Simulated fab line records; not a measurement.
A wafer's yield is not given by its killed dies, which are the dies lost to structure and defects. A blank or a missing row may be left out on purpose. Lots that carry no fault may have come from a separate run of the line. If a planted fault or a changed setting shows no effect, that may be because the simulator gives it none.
Chamber matching ; flow n5_finfet ; N5_BEOL_M11_PECVD_70 on pecvd-03 has 3 sister chambers
The step deposits SiO2 from TEOS/O2, target thk 20 nm, time 22.7 s. 14 wafers are shown with their chamber, then 7 later ones without.

== WAFERS, EACH WITH ITS CHAMBER ==
wafer;chamber;throttle_valve_pct (%);showerhead_plenum_p_Torr (Torr);heater_power_w (W)
L074.2;2;20.9;8.79;555
L074.5;0;21.8;8.88;778
L074.6;1;20.6;8.83;607
L077.1;2;21.3;8.79;604
L077.4;1;20.5;8.81;557
L077.5;2;21.0;8.78;606
L078.1;1;20.4;8.80;589
L078.2;2;21.1;8.79;534
L078.3;0;22.0;8.89;767
L081.1;1;20.5;8.82;510
L081.4;1;20.4;8.82;514
L081.5;0;22.0;8.88;779
L085.3;2;21.0;8.80;592
L085.4;0;21.9;8.88;775

SIGNATURES (averages over the wafers above)
reading;chamber 0;chamber 1;chamber 2;scatter within a chamber
throttle_valve_pct;21.925;20.480;21.060;0.116
showerhead_plenum_p_Torr;8.8825;8.8160;8.7900;0.0085
heater_power_w;774.75;555.40;578.20;32.7
Rule: distance of a wafer from a chamber = root of the sum over the readings of ((wafer's reading minus chamber's mean) / reading's scatter) squared. The wafer belongs to the nearest chamber; if the next one is less than 2 further off, it can't be placed. The scatter is the square root of a quotient: the sum, over the shown wafers, of each reading's squared deviation from its chamber's mean, divided by wafers minus chambers.

== WAFERS WITHOUT THEIR CHAMBER ==
wafer;throttle_valve_pct (%);showerhead_plenum_p_Torr (Torr);heater_power_w (W)
L085.5;20.6;8.84;586
L090.2;21.8;8.86;744
L090.3;20.5;8.82;524
L090.6;21.4;8.79;645
L093.2;21.7;8.87;746
L093.3;20.2;8.79;608
L093.5;20.4;8.82;621

== EACH ONE'S CHAMBER ==
wafer;from the rows above;in truth
L085.5;1;1
L090.2;0;0
L090.3;1;1
L090.6;2;2
L093.2;0;0
L093.3;1;1
L093.5;1;1
Correctly placed: 7 of 7. Left unplaced by these rows: 0. Wrongly placed: 0.
